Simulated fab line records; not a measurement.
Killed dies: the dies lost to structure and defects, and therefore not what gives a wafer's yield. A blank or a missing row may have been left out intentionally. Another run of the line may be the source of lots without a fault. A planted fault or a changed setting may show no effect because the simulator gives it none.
Matching of chambers    flow n5_finfet    pecvd-02 running N5_BEOL_M7_PECVD_70: 3 sister chambers
The step deposits SiO2 from TEOS/O2, target thk 20 nm, time 22.7 s. 6 wafers are shown with their chamber, then 8 later ones without.

## EACH WAFER AND ITS CHAMBER
wafer   chamber  throttle_valve_pct (%)  heater_power_w (W)
L077.2  2        23.1                    839
L078.6  0        25.7                    725
L080.1  2        23.0                    801
L080.3  1        23.0                    768
L080.5  1        22.9                    777
L085.1  0        25.6                    704

## WAFERS WITHOUT THEIR CHAMBER
wafer   throttle_valve_pct (%)  heater_power_w (W)
L085.3  23.1                    864
L085.6  23.2                    813
L093.3  25.5                    761
L093.5  23.1                    831
L093.6  25.8                    770
L094.1  25.7                    652
L094.3  22.9                    895
L094.5  25.4                    678

## THE CHAMBER EACH PASSED THROUGH
wafer    from the rows above   in truth
L085.3   2                     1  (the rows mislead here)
L085.6   2                     2
L093.3   0                     0
L093.5   2                     2
L093.6   0                     0
L094.1   0                     0
L094.3   2                     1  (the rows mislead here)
L094.5   0                     0
Correctly placed: 6 of 8. Number that these rows cannot place: 0. Number placed wrongly: 2.
How it was worked out, from the rows above alone: a wafer's distance from a chamber is the root of the sum, over the readings, of the square of ((its reading less the chamber's mean) divided by the reading's scatter). The wafer belongs to the nearest chamber; if the next one is less than 2 further off, it can't be placed. Each chamber's mean is taken over the wafers shown for it. The scatter is the square root of a quotient: the sum, over the shown wafers, of each reading's squared deviation from its chamber's mean, divided by wafers minus chambers.
